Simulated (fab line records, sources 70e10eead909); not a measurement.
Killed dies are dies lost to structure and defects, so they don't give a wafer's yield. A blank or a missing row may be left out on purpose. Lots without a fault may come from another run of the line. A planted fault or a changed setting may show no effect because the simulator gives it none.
Chamber matching | flow nand_harc | NHARC_A_STAIRCASE_DEP_301 on pecvd-03: 3 sister chambers
The step deposits SiON, target thk 30 nm. 6 wafers are shown with their chamber, then 9 later ones without.

WAFERS WITH THEIR CHAMBER
wafer  | chamber | heater_power_w (W)
L081.2 | 2       | 493
L081.4 | 2       | 494
L087.6 | 1       | 706
L088.1 | 0       | 796
L088.3 | 1       | 786
L088.6 | 0       | 778

WAFERS WITHOUT THEIR CHAMBER
wafer  | heater_power_w (W)
L094.2 | 576
L094.5 | 713
L094.6 | 815
L093.1 | 793
L093.2 | 584
L093.6 | 770
L097.3 | 743
L097.4 | 779
L097.6 | 754

WHICH CHAMBER EACH WENT THROUGH
wafer  | from the rows above     | in truth
L094.2 | 2                       | 2
L094.5 | can't be placed: 1 or 0 | 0
L094.6 | can't be placed: 0 or 1 | 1
L093.1 | can't be placed: 0 or 1 | 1
L093.2 | 2                       | 2
L093.6 | can't be placed: 0 or 1 | 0
L097.3 | can't be placed: 1 or 0 | 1
L097.4 | can't be placed: 0 or 1 | 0
L097.6 | can't be placed: 1 or 0 | 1
Placed correctly: 2 of 9. Can't be placed from these rows: 7 (the true chamber is among the candidates in 7). Placed wrongly: 0.
How it was worked out, from the rows above alone: a wafer's distance from a chamber is the root of the sum, over the readings, of the square of ((its reading less the chamber's mean) divided by the reading's scatter). The wafer belongs to the nearest chamber; if the next one is less than 2 further off, it can't be placed. A chamber's mean is the mean of its shown wafers. The scatter: the root of (the sum of the squares of (reading less its chamber's mean) over the shown wafers, divided by (wafers less chambers)).
